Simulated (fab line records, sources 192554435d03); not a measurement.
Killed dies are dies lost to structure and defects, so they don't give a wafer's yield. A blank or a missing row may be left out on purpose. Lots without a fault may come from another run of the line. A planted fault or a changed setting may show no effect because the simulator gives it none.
Problem report in the 8D (eight disciplines) form, filled by code | flow n5_finfet | the parts of the form that need people (team, actions taken, sign-off) are left out

1. THE PROBLEM
exposure_dose_mJ_cm2 at N5_BEOL_M5_EXPOSE_08 reads a mean of 35.93 on 4 wafers of 2 lots; wafers without a fault read 35.69 with a standard deviation of 0.039. That is +6.2 standard deviations from the usual mean.
The step: exposes mask M5, target cd 28 nm.
First seen on wafer L789.5, day 11 19:54, on euv_scanner-02. The record holds 10 wafers of 4 lots with a number at this step. Rule for "out", or "out of limits": more than 4 standard deviations from the usual mean. The other wafers with a number count as sound.

2. WHAT IT IS AND WHAT IT IS NOT
question                    | is                     | is not
which readings at this step | exposure_dose_mJ_cm2   | -
which lots                  | L789, L792             | L786, L801
which wafers of those lots  | all that have a number | -
read on which tools         | euv_scanner-02         | euv_scanner-01
when                        | from day 11 19:54      | up to then (3 sound wafers); but 3 sound wafers of L801 came after

3. SUSPECTS, AND WHAT RULES EACH OUT
Counting: a tool at a process step up to the reading stays a suspect if it ran every lot that is out and no sound lot after the first of them.
- euv_scanner-02 at N5_BEOL_M5_EXPOSE_08 (exposes mask M5, target cd 28 nm): kept. It ran every lot that is out, first L789 (day 11 19:54), and no sound lot after that; its last sound lot up to then is L786 (day 10 05:10). Its own readings are out on those wafers: exposure_dose_mJ_cm2.
Left after counting: euv_scanner-02 at N5_BEOL_M5_EXPOSE_08.

4. THE CAUSE (what the simulator had put in)
Process parameter drift: euv_scanner-02, from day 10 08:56 on, at N5_BEOL_M5_EXPOSE_08. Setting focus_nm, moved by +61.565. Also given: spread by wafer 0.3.
Counting left only this tool.

5. THE CHAIN OF EFFECTS, in route order
Each row: a reading whose mean over the struck wafers that have a number lies more than 3 standard deviations from the usual. Only readings for which the record gives a usual standard deviation are gone through. hours: the time from each lot's start at the first step in this table that gives one to its start at this step, as a median over the lots. sigmas: the change in usual standard deviations.
hours | step                 | reading              | usual | on struck wafers | change | sigmas
0     | N5_BEOL_M5_EXPOSE_08 | exposure_dose_mJ_cm2 | 35.69 | 35.93            | +0.24  | +6.2
The process steps in it:
- N5_BEOL_M5_EXPOSE_08: exposes mask M5, target cd 28 nm.

6. WHAT WOULD HAVE CAUGHT IT SOONER
In this record the first reading out of limits was taken at day 11 19:54, 35 hours after the fault began at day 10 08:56.
